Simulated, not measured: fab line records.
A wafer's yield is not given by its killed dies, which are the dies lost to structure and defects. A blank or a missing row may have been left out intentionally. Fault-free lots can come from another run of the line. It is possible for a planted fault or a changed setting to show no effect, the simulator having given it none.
fab line records    flow nand-harc
[record] lots = 12  wafers = 36  last-day = 32
route steps=1302 shown A_CHANNEL_HOLE_D1@475 A_CHANNEL_FILL_D1@500 END@1302
lots that met no fault: from a run of the same line without faults
start-h: hours from the record's opening day to when the first of the lot's shown wafers began    wait-h: hours since the lot's step before    " as in the row above    L1.1+2: one row covering several wafers at once    - no value, or no start was given    * or withheld: withheld    < > ~ a bound
route shown NAME@n: a module of which the file shows steps, and the number in the route of the first    usual: the fault-free wafers' mean and standard deviation    same: alike in all rows    chamber/n: place in a boat    sites: each site's reading    _std_site: standard deviation across them    _edge_site: inner sites' mean taken away from outer sites' mean    radius-mm: how far each site lies from the wafer's centre    mask NAME#n: copy n    behind: tool/chamber where the wafer was last shaped    hold: what put the lot on hold/how long, in hours/how the hold closed    device: whichever transistor did not switch (one of n, p or np)    end of line: the route-end tests of the same wafers    where a step has no rows: the recipe by itself    killed: dies that structure and defects cost at the first sort, which is not the same as the wafer's yield    map: a wafer's dies, marking killed ones x, the rest . and places with no die _
set.NAME: the setting the step ran with; set.NAME@STEP: the setting that earlier step ran with    model.NAME: the simulator's own value behind a step, which no gauge read
one table for each step of the route and one row for each wafer, over a sample of lots
services: the hour from which a tool's chamber was out of use, counted from the record's first day as start-h (under 0 if before that day), plus the number of hours and why
[[steps]]
[step NHARC_A_CHANNEL_HOLE_D1_ETCH_23]
[recipe] bias-v = 5000  source-w = withheld  pressure-mtorr = 20  time-s = 819  ar-flow-sccm = 375  c4f8-flow-sccm = 89.3  o2-flow-sccm = 35.7  temp-c = -20  target-depth-a = 16000  chemistry = C4F8/O2/Ar
[usual] drypump-motor-current-A = 5.84/0.15  showerhead-plenum-p-Torr = 3.60/0.14  temp-c = -19.99/0.11  throttle-valve-pct = 32.156/0.0099
lot.wafer  tool         chamber  start-h  wait-h  drypump-motor-current-A  rf-hours-counter-h  showerhead-plenum-p-Torr  temp-c  throttle-valve-pct
L329.2     har-etch-02  1        177.76   0.5     5.66                     276                 3.43                      -19.93  32.158
L329.1     "            0        "        "       5.90                     292                 3.57                      -20.15  32.143
L329.4     "            1        "        "       5.67                     -                   3.43                      -20.07  32.157
L331.2     har-etch-01  1        193.95   0.5     5.70                     93                  3.54                      -20.03  32.177
L331.1     "            0        "        "       6.01                     93                  3.73                      -19.80  32.153
L331.4     "            1        "        "       5.71                     -                   3.54                      -20.18  32.154
L330.2     har-etch-02  0        195.94   0.5     5.90                     304                 3.56                      -20.02  32.154
L330.1     "            1        "        "       5.60                     288                 3.43                      -20.09  32.146
L330.5     "            1        "        "       5.65                     -                   3.43                      -19.99  32.164
L332.1     har-etch-01  1        209.18   0.5     5.70                     104                 3.53                      -20.00  32.160
L332.2     "            0        "        "       6.03                     104                 3.72                      -19.92  32.154
L332.4     "            0        "        "       6.04                     -                   3.72                      -20.10  32.156
L342.4     har-etch-01  0        305.64   0.5     6.02                     -                   3.69                      -19.79  32.165
L342.5     "            1        "        "       5.74                     -                   3.51                      -20.09  32.149
L342.6     "            0        "        "       6.01                     -                   3.69                      -19.89  32.155
L344.1     har-etch-02  0        325.52   0.9     5.94                     377                 3.52                      -20.06  32.178
L344.2     "            0        "        "       5.91                     -                   3.52                      -19.99  32.155
L344.4     "            0        "        "       5.93                     -                   3.52                      -20.09  32.160
L343.2     har-etch-01  0        325.57   0.5     6.00                     170                 3.69                      -20.01  32.142
L343.4     "            1        "        "       5.71                     -                   3.50                      -19.97  32.170
L343.5     "            0        "        "       6.00                     -                   3.69                      -20.04  32.153
L345.1     har-etch-01  1        341.60   0.5     5.70                     185                 3.49                      -20.07  32.158
L345.3     "            0        "        "       6.01                     -                   3.68                      -20.10  32.156
L345.4     "            1        "        "       5.69                     -                   3.49                      -20.20  32.155
L346.2     har-etch-02  0        359.21   0.5     5.91                     399                 3.51                      -20.00  32.172
L346.3     "            0        "        "       5.91                     -                   3.51                      -20.03  32.159
L346.6     "            0        "        "       5.90                     -                   3.51                      -19.98  32.161
L349.1     har-etch-02  1        375.71   0.5     5.65                     379                 3.92                      -20.05  32.143
L349.4     "            1        "        "       5.63                     -                   3.92                      -20.00  32.165
L349.3     "            0        "        "       5.94                     -                   3.51                      -20.26  32.144
L350.2     har-etch-01  1        390.48   0.5     5.71                     208                 3.48                      -19.92  32.147
L350.4     "            0        "        "       6.01                     -                   3.67                      -20.01  32.163
L350.5     "            1        "        "       5.70                     -                   3.48                      -19.94  32.158
L351.2     har-etch-02  0        401.05   0.5     5.90                     1                   3.93                      -20.13  32.159
L351.4     "            0        "        "       5.92                     -                   3.93                      -20.02  32.157
L351.6     "            1        "        "       5.62                     -                   3.92                      -20.12  32.153
[step NHARC_A_CHANNEL_HOLE_D1_ETCH_26]
[recipe] bias-v = 300  source-w = 2000  pressure-mtorr = 30  time-s = 224.1  ar-flow-sccm = 375  c4f8-flow-sccm = 11.4  o2-flow-sccm = 113.6  temp-c = -20  target-depth-a = 3000  chemistry = C4F8/O2/Ar
[usual] drypump-motor-current-A = 5.85/0.15  showerhead-plenum-p-Torr = 3.64/0.14  temp-c = -20.00/0.1  throttle-valve-pct = 24.583/0.0085
lot.wafer  tool         chamber  start-h  wait-h  drypump-motor-current-A  rf-hours-counter-h  showerhead-plenum-p-Torr  temp-c  throttle-valve-pct
L329.2     har-etch-02  1        180.09   0.7     5.65                     279                 3.46                      -20.03  24.569
L329.1     "            0        "        "       5.95                     294                 3.61                      -19.97  24.596
L329.4     "            1        "        "       5.62                     -                   3.46                      -20.16  24.585
L331.2     har-etch-01  1        196.30   0.7     5.70                     95                  3.58                      -20.06  24.587
L331.1     "            0        "        "       6.03                     95                  3.78                      -20.09  24.586
L331.4     "            1        "        "       5.72                     -                   3.58                      -19.94  24.579
L330.2     har-etch-02  0        198.26   0.7     5.94                     306                 3.60                      -20.06  24.581
L330.1     "            1        "        "       5.65                     290                 3.46                      -19.88  24.587
L330.5     "            1        "        "       5.65                     -                   3.46                      -19.94  24.589
L332.1     har-etch-01  1        211.49   0.7     5.71                     106                 3.57                      -19.98  24.592
L332.2     "            0        "        "       6.00                     106                 3.77                      -19.96  24.599
L332.4     "            0        "        "       6.03                     -                   3.77                      -19.88  24.592
L342.4     har-etch-01  0        307.72   0.4     6.02                     -                   3.74                      -20.12  24.572
L342.5     "            1        "        "       5.71                     -                   3.54                      -19.97  24.585
L342.6     "            0        "        "       6.02                     -                   3.74                      -20.00  24.588
L343.2     har-etch-01  0        327.92   0.7     6.01                     172                 3.73                      -19.97  24.596
L343.4     "            1        "        "       5.70                     -                   3.54                      -19.98  24.572
L343.5     "            0        "        "       6.02                     -                   3.73                      -20.05  24.581
L344.1     har-etch-02  0        330.20   1.5     5.93                     382                 3.56                      -20.05  24.587
L344.2     "            0        "        "       5.92                     -                   3.56                      -19.94  24.587
L344.4     "            0        "        "       5.91                     -                   3.56                      -20.18  24.579
L345.1     har-etch-01  1        343.84   0.6     5.71                     187                 3.53                      -19.82  24.592
L345.3     "            0        "        "       6.03                     -                   3.72                      -19.95  24.572
L345.4     "            1        "        "       5.75                     -                   3.53                      -19.91  24.591
L346.2     har-etch-02  0        361.47   0.6     5.91                     401                 3.55                      -20.12  24.575
L346.3     "            0        "        "       5.92                     -                   3.55                      -20.15  24.601
L346.6     "            0        "        "       5.90                     -                   3.55                      -20.01  24.564
L349.1     har-etch-02  1        378.06   0.7     5.66                     382                 3.98                      -20.05  24.581
L349.4     "            1        "        "       5.68                     -                   3.98                      -19.96  24.582
L349.3     "            0        "        "       5.94                     -                   3.54                      -20.10  24.589
L350.2     har-etch-01  1        392.73   0.6     5.76                     210                 3.51                      -20.10  24.595
L350.4     "            0        "        "       6.00                     -                   3.71                      -19.90  24.580
L350.5     "            1        "        "       5.77                     -                   3.51                      -19.92  24.587
L351.2     har-etch-02  0        403.40   0.7     5.94                     4                   3.99                      -19.90  24.590
L351.4     "            0        "        "       5.94                     -                   3.99                      -20.13  24.569
L351.6     "            1        "        "       5.64                     -                   3.97                      -19.98  24.589
[step NHARC_A_CHANNEL_FILL_D1_ETCHBACK_20]
[recipe] target-depth-a = 270  time-s = 13.5  c4f8-flow-sccm = withheld  o2-flow-sccm = 8  ar-flow-sccm = withheld  rf-w = 600  bias-w = 1500  chemistry = C4F8/O2/Ar
[usual] oes-product-au = 0.95/0.035  rf-vpp-V = 979/5.2
lot.wafer  tool         chamber  start-h  wait-h  oes-product-au  rf-hours-counter-h  rf-vpp-V
L329.1     rie-diel-11  2        207.83   -       1.00            7.7                 982
L329.2     "            3        "        "       0.99            6.2                 987
L329.4     "            1        "        "       1.00            8.2                 978
L331.1     rie-diel-11  3        227.01   -       0.94            7.7                 986
L331.4     "            1        "        "       0.92            10.2                977
L331.2     "            2        "        "       0.93            9.3                 982
L330.1     rie-diel-09  2        227.02   -       0.93            3.0                 984
L330.2     "            3        "        "       0.91            3.0                 984
L330.5     "            0        "        "       0.93            -                   972
L332.1     rie-diel-09  0        241.34   -       0.92            3.9                 972
L332.4     "            2        "        "       0.94            4.0                 985
L332.2     "            3        "        "       0.92            3.9                 984
L342.4     rie-diel-11  3        334.51   -       0.99            5.1                 985
L342.5     "            2        "        "       1.01            -                   982
L342.6     "            3        "        "       1.01            -                   985
L343.2     rie-diel-09  0        354.09   -       0.91            1.0                 971
L343.4     "            3        "        "       0.93            0.8                 984
L343.5     "            1        "        "       0.95            -                   976
L344.2     rie-diel-11  2        354.09   -       0.99            6.5                 982
L344.1     "            0        "        "       0.99            6.0                 969
L344.4     "            1        "        "       0.99            5.6                 977
L345.3     rie-diel-11  3        370.03   -       0.99            7.5                 984
L345.1     "            0        "        "       1.00            6.5                 970
L345.4     "            1        "        "       0.98            6.3                 977
L346.2     rie-diel-11  0        389.95   -       0.93            7.2                 970
L346.3     "            1        "        "       0.94            7.2                 976
L346.6     "            3        "        "       0.92            -                   985
L349.1     rie-diel-11  2        406.21   -       0.93            9.4                 983
L349.3     "            3        "        "       0.93            9.7                 985
L349.4     "            0        "        "       0.92            8.6                 970
L350.4     rie-diel-11  0        418.93   -       0.94            9.1                 969
L350.2     "            1        "        "       0.92            8.8                 976
L350.5     "            1        "        "       0.91            -                   977
L351.2     rie-diel-11  1        429.77   -       0.92            9.9                 976
L351.4     "            2        "        "       0.93            -                   981
L351.6     "            1        "        "       0.92            -                   976
[step NHARC_A_CHANNEL_FILL_D1_ALD_25]
[recipe] target-thk-a = 600  pulse-time-s = 10  ald-cycles = 600  temp-c = 300  material = SiOx
[usual] ald-cycles = 600/0  heater-power-w = 472/62  precursor-pulse-height-rel = 1.000/0.02
lot.wafer  tool       chamber  start-h  wait-h  ald-cycles  heater-power-w  precursor-pulse-height-rel
L329.4     ald-hk-01  0        220.10   0.1     600         382             1.010
L329.1     "          2        221.33   1.3     600         504             0.989
L329.2     "          3        "        "       600         428             1.045
L331.2     ald-hk-01  1        240.32   0.1     600         546             1.014
L331.4     "          2        "        "       600         529             0.984
L331.1     "          0        242.15   1.9     600         394             0.979
L330.1     ald-hk-02  2        240.93   0.7     600         524             1.014
L330.2     "          3        "        "       600         388             1.001
L330.5     "          1        242.78   2.5     600         544             0.993
L332.2     ald-hk-01  3        254.89   1.2     600         419             1.019
L332.4     "          0        "        "       600         388             0.986
L332.1     "          1        "        "       600         558             0.979
L342.4     ald-hk-01  3        347.72   0.7     512         434             1.022
L342.5     "          2        349.56   2.5     600         449             0.991
L342.6     "          3        "        "       600         433             0.999
L344.2     ald-hk-02  0        366.14   0.1     600         478             0.999
L344.1     "          1        "        "       600         516             0.989
L344.4     "          3        367.97   1.9     600         383             0.976
L343.2     ald-hk-01  0        367.37   1.3     512         395             1.036
L343.4     "          1        "        "       512         576             1.038
L343.5     "          3        369.21   3.1     600         434             0.989
L345.1     ald-hk-03  2        382.63   0.1     600         447             1.015
L345.3     "          3        "        "       600         526             0.993
L345.4     "          1        384.48   1.9     600         410             1.030
L346.3     ald-hk-02  3        402.02   0.0     600         387             0.997
L346.2     "          2        403.85   1.9     600         530             1.038
L346.6     "          0        405.07   3.1     600         503             0.994
L349.4     ald-hk-03  1        418.02   0.0     600         406             1.004
L349.1     "          3        419.25   1.3     600         530             1.007
L349.3     "          0        "        "       600         414             0.993
L350.2     ald-hk-02  1        430.76   0.1     600         514             1.020
L350.4     "          2        "        "       600         526             1.007
L350.5     "          1        433.24   2.5     600         517             0.992
L351.2     ald-hk-03  0        442.56   0.1     600         419             1.002
L351.4     "          1        "        "       600         422             1.010
L351.6     "          1        445.63   3.1     600         416             1.056
[step NHARC_END_SORT_01]
[recipe] temp-c = 25
[usual] killed-at-array = 55/15  killed-at-other = 1.0/1.2  killed-at-periphery = 3.4/2.2  killed-dies = 59/15  killed-open = 3.2/2  killed-short = 2.5/1.7
[same] gross-dies = 677
lot.wafer  tool       chamber  start-h  wait-h  killed-at-array  killed-at-other  killed-at-periphery  killed-dies  killed-open  killed-short
L330.1     prober-01  0        570.42   2.5     68               3                2                    73           4            2
L330.2     prober-01  0        571.22   2.8     71               2                0                    73           4            2
L330.5     prober-01  0        573.59   3.7     62               2                5                    69           3            2
L331.1     prober-02  0        572.51   2.5     47               3                1                    51           2            4
L331.2     prober-02  0        573.29   2.8     47               0                1                    48           2            0
L331.4     prober-02  0        574.85   3.4     51               3                2                    56           1            1
L343.2     prober-01  0        689.29   2.8     49               1                0                    50           1            4
L343.4     prober-01  0        690.87   3.4     56               0                8                    64           3            7
L343.5     prober-01  0        691.67   3.7     44               1                3                    48           1            1
L342.4     prober-02  0        691.02   3.4     75               1                5                    81           5            3
L342.5     prober-02  0        691.82   3.7     54               0                1                    55           1            2
L342.6     prober-02  0        692.62   4.0     54               2                2                    58           1            3
L344.1     prober-02  0        696.39   2.5     52               0                4                    56           4            2
L344.2     prober-02  0        697.20   2.8     39               0                7                    46           2            2
L344.4     prober-02  0        698.83   3.4     48               1                4                    53           7            2
L345.1     prober-02  0        721.48   4.8     51               0                7                    58           4            3
L345.3     prober-02  0        723.08   5.4     50               2                7                    59           2            2
L345.4     prober-02  0        723.88   5.7     60               1                3                    64           3            2
L350.2     prober-01  0        773.52   2.8     56               1                4                    61           0            5
L350.4     prober-01  0        775.10   3.4     69               4                6                    79           4            3
L350.5     prober-01  0        775.89   3.7     61               2                5                    68           5            3
// killed by level:class
L330.1 A_CHANNEL_HOLE_D2:chamber-film-flake=33 A_CHANNEL_HOLE_D1:chamber-film-flake=18 A_CONTACT:chamber-film-flake=4 THIN_TSV:chamber-film-flake=3 A_M0:geometric-particle:open=2 A_STAIRCASE:chamber-film-flake=2 A_SGD_CUT:chamber-film-flake=2 A_ONON_D1:geometric-particle:open=1
L330.2 A_CHANNEL_HOLE_D1:chamber-film-flake=36 A_CHANNEL_HOLE_D2:chamber-film-flake=13 A_CONTACT:chamber-film-flake=6 A_STAIRCASE:chamber-film-flake=5 A_BONDPAD:chamber-film-flake=3 A_ONON_D1:geometric-particle:open=2 THIN_TSV:chamber-film-flake=2 A_ONON_D2:geometric-particle:short=1
L331.1 A_SLIT:chamber-film-flake=24 A_CHANNEL_HOLE_D2:chamber-film-flake=6 A_CONTACT:chamber-film-flake=4 THIN_TSV:chamber-film-flake=3 A_DECK1_JOINT:chamber-film-flake=2 A_STAIRCASE:chamber-film-flake=2 P_M0:geometric-particle:open=1 A_ONON_D2:geometric-particle:short=1
L331.2 A_SLIT:chamber-film-flake=18 A_CHANNEL_HOLE_D2:chamber-film-flake=7 A_CONTACT:chamber-film-flake=5 A_CHANNEL_HOLE_D1:chamber-film-flake=4 A_STAIRCASE:chamber-film-flake=4 A_CONTACT:unspecified=4 A_DECK1_JOINT:chamber-film-flake=2 A_DECK1_JOINT:geometric-particle:open=1
L330.5 A_CHANNEL_HOLE_D2:chamber-film-flake=35 A_CHANNEL_HOLE_D1:chamber-film-flake=15 A_CONTACT:chamber-film-flake=3 A_BONDPAD:chamber-film-flake=3 P_CONTACT:geometric-particle:open=2 P_ZERO_WELL:chamber-film-flake=2 THIN_TSV:chamber-film-flake=2 P_GATE:geometric-particle:open=1
L331.4 A_SLIT:chamber-film-flake=26 A_CHANNEL_HOLE_D2:chamber-film-flake=10 A_CONTACT:chamber-film-flake=5 THIN_TSV:chamber-film-flake=3 A_STAIRCASE:chamber-film-flake=2 A_WL_FILL:chamber-film-flake=2 A_CHANNEL_FILL_D2:geometric-particle:open=1 A_SGD_CUT:geometric-particle:short=1
L343.2 A_CHANNEL_HOLE_D2:chamber-film-flake=23 A_CHANNEL_HOLE_D1:chamber-film-flake=7 A_CONTACT:chamber-film-flake=5 A_STAIRCASE:chamber-film-flake=4 A_SLIT:chamber-film-flake=4 A_DECK1_JOINT:geometric-particle:short=2 A_CHANNEL_HOLE_D1:geometric-particle:short=1 A_DECK1_JOINT:geometric-particle:open=1
L343.4 A_CHANNEL_HOLE_D2:chamber-film-flake=20 A_CHANNEL_HOLE_D1:chamber-film-flake=14 A_CONTACT:chamber-film-flake=6 A_SLIT:chamber-film-flake=5 A_BLC:geometric-particle:short=2 P_M1:chamber-film-flake=2 P_GATE:geometric-particle:short=1 P_CONTACT:geometric-particle:open=1
L342.4 A_SLIT:chamber-film-flake=32 A_CHANNEL_HOLE_D2:chamber-film-flake=27 A_CHANNEL_HOLE_D1:chamber-film-flake=4 P_M1:geometric-particle:open=2 A_ONON_D2:geometric-particle:short=2 P_GATE:chamber-film-flake=2 A_WL_FILL:chamber-film-flake=2 A_CONTACT:chamber-film-flake=2
L343.5 A_CHANNEL_HOLE_D2:chamber-film-flake=22 A_CHANNEL_HOLE_D1:chamber-film-flake=10 A_STAIRCASE:chamber-film-flake=6 P_M1:chamber-film-flake=2 A_WL_FILL:chamber-film-flake=2 A_CONTACT:chamber-film-flake=2 P_M1:geometric-particle:short=1 A_CHANNEL_FILL_D1:geometric-particle:open=1
L342.5 A_SLIT:chamber-film-flake=28 A_CHANNEL_HOLE_D1:chamber-film-flake=8 A_CHANNEL_HOLE_D2:chamber-film-flake=6 A_STAIRCASE:chamber-film-flake=5 A_WL_FILL:chamber-film-flake=2 A_SOURCE_PLATE:geometric-particle:short=1 A_ONON_D2:geometric-particle:open=1 A_M1:geometric-particle:short=1
L342.6 A_SLIT:chamber-film-flake=24 A_CHANNEL_HOLE_D2:chamber-film-flake=10 A_WL_FILL:chamber-film-flake=5 A_CHANNEL_HOLE_D1:chamber-film-flake=4 A_STAIRCASE:chamber-film-flake=3 A_CONTACT:chamber-film-flake=3 THIN_TSV:chamber-film-flake=2 P_CONTACT:geometric-particle:short=1
L344.1 A_CHANNEL_HOLE_D1:chamber-film-flake=31 A_STAIRCASE:chamber-film-flake=6 P_GATE:chamber-film-flake=3 A_CHANNEL_FILL_D2:chamber-film-flake=3 A_SLIT:chamber-film-flake=2 A_CONTACT:chamber-film-flake=2 P_GATE:geometric-particle:open=1 A_DECK1_JOINT:geometric-particle:open=1
L344.2 A_CHANNEL_HOLE_D1:chamber-film-flake=29 P_GATE:chamber-film-flake=5 A_WL_FILL:geometric-particle:open=2 A_CHANNEL_HOLE_D2:chamber-film-flake=2 A_ONON_D1:geometric-particle:short=1 A_CHANNEL_FILL_D2:geometric-particle:short=1 P_STI:chamber-film-flake=1 P_M1:chamber-film-flake=1
L344.4 A_CHANNEL_HOLE_D1:chamber-film-flake=33 A_CHANNEL_HOLE_D2:chamber-film-flake=4 P_GATE:chamber-film-flake=3 A_SLIT:chamber-film-flake=3 A_CHANNEL_FILL_D1:geometric-particle:open=2 P_CONTACT:geometric-particle:open=1 A_ONON_D1:geometric-particle:short=1 A_CHANNEL_FILL_D1:geometric-particle:short=1
L345.1 A_SLIT:chamber-film-flake=33 A_CHANNEL_HOLE_D1:chamber-film-flake=7 P_CONTACT:chamber-film-flake=4 A_CONTACT:chamber-film-flake=4 P_M0:geometric-particle:open=1 P_M0:geometric-particle:short=1 A_CHANNEL_FILL_D1:geometric-particle:open=1 A_ONON_D2:geometric-particle:short=1
L345.3 A_SLIT:chamber-film-flake=34 A_CHANNEL_HOLE_D1:chamber-film-flake=10 P_ZERO_WELL:chamber-film-flake=4 A_CONTACT:chamber-film-flake=3 P_CONTACT:chamber-film-flake=2 P_CONTACT:geometric-particle:open=1 A_ONON_D2:geometric-particle:short=1 A_WL_FILL:geometric-particle:short=1
L345.4 A_SLIT:chamber-film-flake=35 A_CHANNEL_HOLE_D1:chamber-film-flake=11 A_CONTACT:chamber-film-flake=7 P_STI:geometric-particle:open=1 A_SOURCE_PLATE:geometric-particle:short=1 A_CHANNEL_HOLE_D1:geometric-particle:short=1 A_WL_FILL:geometric-particle:open=1 A_CONTACT:geometric-particle:open=1
L350.2 A_SLIT:chamber-film-flake=27 A_CHANNEL_HOLE_D1:chamber-film-flake=15 A_CONTACT:chamber-film-flake=6 P_M2:chamber-film-flake=2 P_M0:geometric-particle:short=1 A_ONON_D1:geometric-particle:short=1 A_CHANNEL_HOLE_D2:geometric-particle:short=1 A_SGD_CUT:geometric-particle:short=1
L350.4 A_SLIT:chamber-film-flake=36 A_CHANNEL_HOLE_D1:chamber-film-flake=21 THIN_TSV:chamber-film-flake=4 A_CONTACT:chamber-film-flake=4 P_GATE:chamber-film-flake=2 P_M2:chamber-film-flake=2 P_GATE:geometric-particle:open=1 P_M0:geometric-particle:open=1
L350.5 A_SLIT:chamber-film-flake=30 A_CHANNEL_HOLE_D1:chamber-film-flake=20 P_M2:chamber-film-flake=4 A_CONTACT:chamber-film-flake=3 THIN_TSV:chamber-film-flake=2 A_CHANNEL_HOLE_D1:geometric-particle:open=1 P_M0:geometric-particle:open=1 A_SOURCE_PLATE:geometric-particle:open=1
[[services]]
tool         chamber  start-h  hours  kind
har-etch-02  1        158.90   -      consumable-replace:focus-ring
har-etch-02  1        158.90   17.0   scheduled-down
har-etch-02  1        158.90   17.0   vent-cycle
ald-hk-02    -        170.02   10.0   pm
ald-hk-03    -        212.44   10.0   pm
rie-diel-09  -        230.52   0.2    repair
rie-diel-11  3        248.56   4.0    repair
rie-diel-11  -        255.50   9.0    pm
rie-diel-11  -        273.63   3.5    repair
rie-diel-11  1        300.14   4.8    repair
ald-hk-01    -        303.25   10.0   pm
har-etch-02  1        320.00   -      consumable-replace:showerhead
har-etch-02  1        320.00   17.0   scheduled-down
har-etch-02  1        320.00   17.0   vent-cycle
rie-diel-09  -        320.10   9.0    pm
rie-diel-11  0        336.52   3.0    repair
har-etch-02  -        382.62   17.0   pm
har-etch-02  0        382.62   17.0   vent-cycle
har-etch-02  1        382.62   17.0   vent-cycle
ald-hk-03    -        390.44   10.0   pm
har-etch-02  0        399.62   -      clean
har-etch-02  0        399.62   -      consumable-replace:focus-ring
rie-diel-11  0        422.54   20.2   repair
rie-diel-11  -        432.50   9.0    pm
[[key]]
[first-sign] step = NHARC_A_CHANNEL_FILL_D1_ALD_25  reading = ald-cycles  direction = down  sigmas = 99+  usual = 600  struck = 512
effect none on later readings
met-at NHARC_A_CHANNEL_FILL_D1_ALD_25
struck-lots L342,L343
struck-wafers L342.4,L343.2,L343.4
tester-left-out L342,L343
not-acting-at NHARC_A_CHANNEL_HOLE_D1_ETCH_23,NHARC_A_CHANNEL_HOLE_D1_ETCH_26,NHARC_A_CHANNEL_FILL_D1_ETCHBACK_20
onset-between 254.89 347.72
[fault] kind = process-parameter-drift  tool = ald-hk-01  chamber = -  onset-h = 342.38  steps = NHARC_A_CHANNEL_FILL_D1_ALD_25  channel = ald-cycles  offset = -88  shape = step  end-h = 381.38  scope = struck-wafers-only  acts-in = these-recipes-only  stated = 600
// tester-left-out: of these lots the tester's yield and bins aren't shown, on N5 and GAA mostly nor the transistor test; their killed dies are dies lost to structure and defects alone, not to doping, threshold or leakage, so they don't give the yield
